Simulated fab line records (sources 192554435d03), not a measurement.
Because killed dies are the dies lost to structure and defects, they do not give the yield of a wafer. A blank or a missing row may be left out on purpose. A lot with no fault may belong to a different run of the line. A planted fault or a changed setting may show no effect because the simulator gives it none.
Matching of chambers | flow n5_finfet | N5_BEOL_M6_DESCUM_33 on rie_diel-03: 4 sister chambers
The step chemistry O2, time 7 s. 14 wafers are shown with their chamber, then 7 later ones without.

WAFERS WITH THEIR CHAMBER
wafer  | chamber | drypump_motor_current_A (A) | showerhead_plenum_p_Torr (Torr) | throttle_valve_pct (%)
L364.2 | 1       | 6.5                         | 2.05                            | 20.60
L364.4 | 3       | 6.3                         | 2.11                            | 20.31
L364.6 | 3       | 6.3                         | 2.11                            | 20.30
L366.2 | 1       | 6.5                         | 2.05                            | 20.60
L366.3 | 2       | 5.5                         | 2.14                            | 20.88
L366.4 | 3       | 6.3                         | 2.10                            | 20.30
L369.3 | 2       | 5.5                         | 2.14                            | 20.92
L369.4 | 3       | 6.3                         | 2.10                            | 20.34
L369.6 | 0       | 5.8                         | 2.11                            | 20.66
L370.1 | 0       | 5.8                         | 2.11                            | 20.66
L370.5 | 0       | 5.7                         | 2.11                            | 20.66
L370.6 | 3       | 6.3                         | 2.10                            | 20.33
L380.2 | 0       | 5.7                         | 2.10                            | 20.70
L380.4 | 2       | 5.4                         | 2.13                            | 20.63

SIGNATURES (means of the wafers above)
reading                  | chamber 0 | chamber 1 | chamber 2 | chamber 3 | scatter within a chamber
drypump_motor_current_A  | 5.750     | 6.500     | 5.467     | 6.300     | 0.0408
showerhead_plenum_p_Torr | 2.1075    | 2.0500    | 2.1367    | 2.1040    | 0.00512
throttle_valve_pct       | 20.6700   | 20.6000   | 20.8100   | 20.3160   | 0.0721
Rule: for a wafer and a chamber, the distance is found by dividing, reading by reading, the gap between the wafer's reading and the chamber's mean by the reading's scatter, squaring, summing and taking the root. The wafer belongs to the nearest chamber; if the next one is less than 2 further off, it can't be placed. The scatter: take each reading less its chamber's mean, square it, sum over the shown wafers, divide by the number of wafers less the number of chambers, and take the root.

WAFERS WITH NO CHAMBER GIVEN
wafer  | drypump_motor_current_A (A) | showerhead_plenum_p_Torr (Torr) | throttle_valve_pct (%)
L380.6 | 5.8                         | 2.10                            | 20.69
L382.2 | 5.7                         | 2.10                            | 20.71
L382.3 | 5.5                         | 2.13                            | 20.62
L382.4 | 6.3                         | 2.09                            | 20.36
L384.1 | 6.5                         | 2.03                            | 20.68
L384.3 | 6.4                         | 2.09                            | 20.40
L384.5 | 6.3                         | 2.09                            | 20.38

THE CHAMBER EACH PASSED THROUGH
wafer  | from the rows above | in truth
L380.6 | 0                   | 0
L382.2 | 0                   | 0
L382.3 | 2                   | 2
L382.4 | 3                   | 3
L384.1 | 1                   | 1
L384.3 | 3                   | 3
L384.5 | 3                   | 3
Placed correctly: 7 of 7. From these rows, 0 cannot be placed. 0 placed wrongly.
